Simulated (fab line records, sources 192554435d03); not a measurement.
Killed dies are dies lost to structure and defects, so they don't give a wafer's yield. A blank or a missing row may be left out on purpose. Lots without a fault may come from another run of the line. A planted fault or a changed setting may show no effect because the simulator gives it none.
Split-lot experiment | flow n5_finfet | 7 lots, 39 wafers read, on a route of 1938 steps

THE SPLIT
At N5_BEOL_M5_DESCUM_16 (chemistry O2, time 7 s), the setting time_s was moved away from the recipe's 7 s on 6 of the 39 wafers read, by -24.0% to +38.0%. The other wafers ran this setting at the recipe's value.

The reading is taken at the split's own step.

THE READING
CAR-EUV_of_BEOL_M5_COAT_05.thk_nm (the simulator's own value, which no gauge read), in nm, at N5_BEOL_M5_DESCUM_16 (chemistry O2, time 7 s). The file gives no usual value for it. The 33 wafers here that ran the recipe average 26.1 nm, standard deviation 0.11 nm.

wafer  | tool, chamber at the split | time_s as run, s | against the recipe | CAR-EUV_of_BEOL_M5_COAT_05.thk_nm, nm | against lot-mates on the recipe
L077.1 | rie_diel-06, 2,1,0,0,1     | 7                | recipe             | 26.2                                  | -
L077.2 | rie_diel-06, 2,1,0,0,1     | 7                | recipe             | 26.2                                  | -
L077.3 | rie_diel-06, 2,1,0,0,1     | 7                | recipe             | 26.2                                  | -
L077.5 | rie_diel-06, 2,1,0,0,1     | 7                | recipe             | 26.2                                  | -
L077.6 | rie_diel-06, 2,1,0,0,1     | 7                | recipe             | 26.2                                  | -
L077.4 | rie_diel-06, 3             | 7                | recipe             | 26.4                                  | -
L082.1 | rie_diel-03, 2,1           | 7                | recipe             | 26.2                                  | -
L082.4 | rie_diel-03, 2,1           | 7                | recipe             | 26.2                                  | -
L082.2 | rie_diel-03, 3             | 7                | recipe             | 26                                    | -
L083.1 | rie_diel-03, 1,2,3,0,1,2   | 7                | recipe             | 26.2                                  | -
L083.2 | rie_diel-03, 1,2,3,0,1,2   | 7                | recipe             | 26.2                                  | -
L083.3 | rie_diel-03, 1,2,3,0,1,2   | 7                | recipe             | 26.2                                  | -
L083.4 | rie_diel-03, 1,2,3,0,1,2   | 7                | recipe             | 26.2                                  | -
L083.5 | rie_diel-03, 1,2,3,0,1,2   | 7                | recipe             | 26.2                                  | -
L083.6 | rie_diel-03, 1,2,3,0,1,2   | 7                | recipe             | 26.2                                  | -
L086.1 | rie_diel-06, 0,3           | 7                | recipe             | 26.2                                  | -
L086.4 | rie_diel-06, 0,3           | 7                | recipe             | 26.2                                  | -
L086.2 | rie_diel-06, 2             | 9.657            | +38.0%             | 24.8                                  | -1.3
L086.5 | rie_diel-06, 2             | 9.657            | +38.0%             | 24.8                                  | -1.3
L086.3 | rie_diel-06, 1             | 9.657            | +38.0%             | 24.6                                  | -1.5
L086.6 | rie_diel-06, 3             | 7                | recipe             | 26                                    | -
L091.1 | rie_diel-06, 0,2,3,1,3,0   | 7                | recipe             | 26                                    | -
L091.2 | rie_diel-06, 0,2,3,1,3,0   | 7                | recipe             | 26                                    | -
L091.3 | rie_diel-06, 0,2,3,1,3,0   | 7                | recipe             | 26                                    | -
L091.4 | rie_diel-06, 0,2,3,1,3,0   | 7                | recipe             | 26                                    | -
L091.5 | rie_diel-06, 0,2,3,1,3,0   | 7                | recipe             | 26                                    | -
L091.6 | rie_diel-06, 0,2,3,1,3,0   | 7                | recipe             | 26                                    | -
L093.1 | rie_diel-03, 3,1           | 7                | recipe             | 26                                    | -
L093.6 | rie_diel-03, 3,1           | 7                | recipe             | 26                                    | -
L093.2 | rie_diel-03, 0             | 7                | recipe             | 26.2                                  | -
L093.3 | rie_diel-03, 2,1,2         | 5.321            | -24.0%             | 26.8                                  | +0.7
L093.4 | rie_diel-03, 2,1,2         | 5.321            | -24.0%             | 26.8                                  | +0.7
L093.5 | rie_diel-03, 2,1,2         | 5.321            | -24.0%             | 26.8                                  | +0.7
L095.1 | rie_diel-01, 2,3,1,0,1,0   | 7                | recipe             | 26                                    | -
L095.2 | rie_diel-01, 2,3,1,0,1,0   | 7                | recipe             | 26                                    | -
L095.3 | rie_diel-01, 2,3,1,0,1,0   | 7                | recipe             | 26                                    | -
L095.4 | rie_diel-01, 2,3,1,0,1,0   | 7                | recipe             | 26                                    | -
L095.5 | rie_diel-01, 2,3,1,0,1,0   | 7                | recipe             | 26                                    | -
L095.6 | rie_diel-01, 2,3,1,0,1,0   | 7                | recipe             | 26                                    | -
Where a row lists several chambers, the file gives one row for several wafers and doesn't say which wafer went through which chamber.

THE FIT
A straight line over all 39 wafers: CAR-EUV_of_BEOL_M5_COAT_05.thk_nm changes by -0.034 nm for each +1% of time_s; r = -0.97; the points scatter about the line by 0.12 nm.
The same after taking each lot's own level away (the mean of its wafers on the recipe; 39 wafers): -0.035 nm for each +1%; r = -0.99; scatter 0.07 nm.
On that fit, the largest move of time_s shifts the reading by 1.3 nm.
The lots' own levels span 26.00 to 26.23 nm, that is 2.1 times the standard deviation above.
So the lot-to-lot level changes the slope little: the two slopes agree.
Check: with one of the wafers moved furthest among these (+38.0%) left out of the fit, the line predicts -1.34 nm for it against its lot-mates. It came out at -1.33 nm against them.

OTHER SPLITS ON THESE WAFERS
These wafers also went through other splits before the reading. Each is held against what the fit with the lots' levels taken away leaves over:
other split on the same wafers          | wafers away from the commonest value | r with CAR-EUV_of_BEOL_M5_COAT_05.thk_nm (lot level and that fit taken away)
N5_ZERO_LAYER_DEVELOP_10 develop_time_s | 18                                   | -0.06
N5_FIN_SAQP_ETCH_65 time_s              | 15                                   | +0.06
N5_SD_EPI_N_DESCUM_14 time_s            | 12                                   | +0.20
N5_HKMG_FIN_DEVELOP_48 develop_time_s   | 12                                   | +0.29
N5_MOL_CONTACT_COAG_ALD_123 ald_cycles  | 18                                   | -0.11
N5_BEOL_M0_CUTY_DESCUM_61 time_s        | 12                                   | -0.17

THE FILE'S OWN FIT
CAR-EUV_of_BEOL_M5_COAT_05.thk_nm changes by -0.0351 nm for each +1% of time_s, r = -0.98.
